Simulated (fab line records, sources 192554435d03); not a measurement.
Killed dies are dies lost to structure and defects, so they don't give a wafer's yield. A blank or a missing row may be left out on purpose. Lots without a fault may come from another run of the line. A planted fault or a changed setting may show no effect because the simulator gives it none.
A struck lot beside a sound one | flow n5_finfet | 39 steps out of a route of 1938
Sound: wafers L634.4, L634.5, L634.6. Struck: wafer L649.3. (L649.1, L649.5 of the same lot were not struck and are left out.) The cause comes at the end.
At each step with rows: each side's tool, then ch and its chambers, then its first start. Under that, the readings that differ: sound wafers | struck wafers | difference of the means | sigmas: that difference in standard deviations of wafers without a fault.
alike: readings whose means differ by less than 2 such deviations, and words and numbers that are the same on both sides. not compared: withheld readings, readings that some wafer has no value for, bounds like >300 that may hide the same value, and numbers for which the record gives no deviation and whose values overlap.
The two part at a step that has a row with sigmas, a row that says differs or no value, or rows on one side only. Numbers that don't overlap but have no deviation are shown without sigmas and don't part them. A reading that every wafer of one side lacks parts them only if that side has two wafers or more.

first, 9 steps without rows for these wafers: N5_BEOL_M4_ANNEAL_95 (time 240 s); N5_BEOL_M4_SPUTTER_96 (material Cu, target thk 4.5 nm, time 8.29 s); N5_BEOL_M4_ECD_50 (material Cu, target thk 300 nm); N5_BEOL_M4_ANNEAL_51 (time 90 s); N5_BEOL_M4_CMP_52 (polishes, stops on SiOC, t overpolish 6.8 s, target thk 40 nm); N5_BEOL_M4_PRE_CLEAN_60 (time 15 s); N5_BEOL_M4_CO_CAP_55 (material Co, precursor CCTBA/H2, target thk 2 nm, time 102.1 s); N5_BEOL_M4_PRE_CLEAN_56 (time 15 s); N5_BEOL_M4_DEP_57 (deposits SiCN from 3MS/NH3, target thk 8 nm, time 14 s).
N5_BEOL_M4_RC_MEAS_101:
  sound on prober-01 ch 0, day 8 23:05; struck on prober-01 ch 0, day 12 19:57
  alike: DIBL_N, DIBL_P, IOFF_N, IOFF_P, ION_N, ION_P, SS_N, SS_P, VT_N, VT_P
then, 24 steps without rows for these wafers: N5_BEOL_M5_ILD_DEP_00 (deposits SiCOH lowk from DEMS/porogen, target thk 140.64 nm, time 25.9 s); N5_BEOL_M5_CURE_79 (cures SiCOH lowk, time 240 s); N5_BEOL_M5_PECVD_70 (deposits SiO2 from TEOS/O2, target thk 16 nm, time 18 s); N5_BEOL_M5_HM_DEP_02 (deposits TiN, target thk 20 nm); N5_BEOL_M5_COAT_59 (time 60 s, resist thk 60 nm); N5_BEOL_M5_COAT_60 (time 60 s, resist thk 12 nm); N5_BEOL_M5_COAT_71 (time 60 s, resist thk 5 nm); N5_BEOL_M5_COAT_05 (resist thk 30 nm); N5_BEOL_M5_EBR_07; N5_BEOL_M5_SOFTBAKE_06 (time 60 s); N5_BEOL_M5_EXPOSE_08 (exposes mask M5, target cd 28 nm); N5_BEOL_M5_PEB_09 (peb time 60 s); N5_BEOL_M5_DEVELOP_10 (develop time 30 s); N5_BEOL_M5_DESCUM_16 (chemistry O2, time 7 s); N5_BEOL_M5_ETCH_72 (etches underlayer in N2/H2, target depth 6.5 nm, time 5.2 s); N5_BEOL_M5_ETCH_61 (etches SiARC in CF4, target depth 15.6 nm, time 26 s); N5_BEOL_M5_ETCH_62 (etches SOC in N2/H2, target depth 75 nm, overetch 15 nm, time 112.5 s); N5_BEOL_M5_STRIP_63 (strips in N2/H2); N5_BEOL_M5_STRIP_73 (strips in N2/H2); N5_BEOL_M5_STRIP_64 (strips in CF4); N5_BEOL_M5_HM_OPEN_17 (chemistry Cl2/BCl3, target TiN, target depth 20 nm, overetch 6 nm); N5_BEOL_M5_STRIP_19 (strips in O2); N5_BEOL_M5_COAT_65 (time 60 s, resist thk 60 nm); N5_BEOL_M5_COAT_66 (time 60 s, resist thk 12 nm).
N5_BEOL_M8_EXPOSE_25: exposes mask V7, target cd 40 nm.
  sound on euv_scanner-02 ch 0, day 10 08:55; struck on euv_scanner-02 ch 0, day 14 07:23
  alike: mask
N5_BEOL_M8_CD_MEAS_28: target cd 40 nm.
  sound on cd_sem-03 ch 0, day 10 09:02; struck on cd_sem-02 ch 0, day 14 07:31
  reading    | sound             | struck | difference | sigmas
  cd_nm (nm) | 40.32 40.35 40.28 | 34.20  | -6.12      | -28
N5_BEOL_M8_DESCUM_33: chemistry O2, time 7 s.
  sound on rie_diel-01 ch 0,1,2, day 10 09:38; struck on rie_diel-04 ch 0, day 14 07:38
  reading                  | sound        | struck | difference | sigmas
  model.BEOL_M8.cd_nm (nm) | 40.2 40 40.2 | 34.2   | -5.9       |
  alike: drypump_motor_current_A, oes_product_au, rf_vpp_V, showerhead_plenum_p_Torr, throttle_valve_pct
  not compared: rf_hours_counter_h
N5_BEOL_M8_VIA_ETCH_34: etches SiCOH lowk in C4F6/O2, target depth 125.5 nm, time 50.5 s.
  sound on rie_diel-01 ch 0,1,2, day 10 09:49; struck on rie_diel-04 ch 0, day 14 07:49
  reading                  | sound          | struck | difference | sigmas
  model.BEOL_M8.cd_nm (nm) | 40.4 40.4 40.4 | 34.4   | -6.0       |
  alike: drypump_motor_current_A, oes_ar_750_au, oes_product_au, rf_vpp_V, showerhead_plenum_p_Torr, throttle_valve_pct
  not compared: rf_hours_counter_h
-- the record jumps here: 3 days lie between the struck wafers' starts before and after (it left off in module BEOL_M8 and takes up again in module PASSIVATION, whose first step shown is number 1936 of the route) --
N5_PASSIVATION_PROBE_49:
  the record has rows for the struck wafers here (prober-01, day 17 03:22) and none for the sound ones

WHERE THEY PART
First at N5_BEOL_M8_CD_MEAS_28; last, within this record, at N5_PASSIVATION_PROBE_49.

WHY: what the simulator had put in
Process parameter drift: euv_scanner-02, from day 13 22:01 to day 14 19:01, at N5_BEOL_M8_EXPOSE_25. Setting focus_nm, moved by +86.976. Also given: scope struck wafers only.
